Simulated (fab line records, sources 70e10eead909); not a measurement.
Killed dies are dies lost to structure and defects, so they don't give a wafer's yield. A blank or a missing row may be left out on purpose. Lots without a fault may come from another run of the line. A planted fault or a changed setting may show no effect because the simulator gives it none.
Chamber matching | flow nand_harc | NHARC_P_ZERO_WELL_ETCH_63 on rie_si-05: 4 sister chambers
The step etches the open film in HBr/Cl2, target depth 120 nm, time 40.1 s. 4 wafers are shown with their chamber, then 7 later ones without.

WAFERS WITH THEIR CHAMBER
wafer  | chamber | drypump_motor_current_A (A)
L421.1 | 1       | 5.6
L421.5 | 2       | 5.8
L426.2 | 0       | 4.9
L426.3 | 3       | 6.2

WAFERS WITHOUT THEIR CHAMBER
wafer  | drypump_motor_current_A (A)
L426.6 | 5.7
L427.2 | 5.7
L427.4 | 4.9
L427.5 | 6.2
L428.3 | 5.9
L428.5 | 4.9
L428.6 | 5.7

WHICH CHAMBER EACH WENT THROUGH
wafer  | from the rows above     | in truth
L426.6 | can't be placed: 2 or 1 | 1
L427.2 | can't be placed: 2 or 1 | 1
L427.4 | 0                       | 0
L427.5 | 3                       | 3
L428.3 | 2                       | 2
L428.5 | 0                       | 0
L428.6 | can't be placed: 2 or 1 | 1
Placed correctly: 4 of 7. Can't be placed from these rows: 3 (the true chamber is among the candidates in 3). Placed wrongly: 0.
How it was worked out, from the rows above alone: a wafer's distance from a chamber is the root of the sum, over the readings, of the square of ((its reading less the chamber's mean) divided by the reading's scatter). The wafer belongs to the nearest chamber; if the next one is less than 2 further off, it can't be placed. A chamber's mean is the mean of its shown wafers. The scatter: with one shown wafer a chamber, the root of the mean of the squares of how far each hidden wafer lies from its nearest shown one.
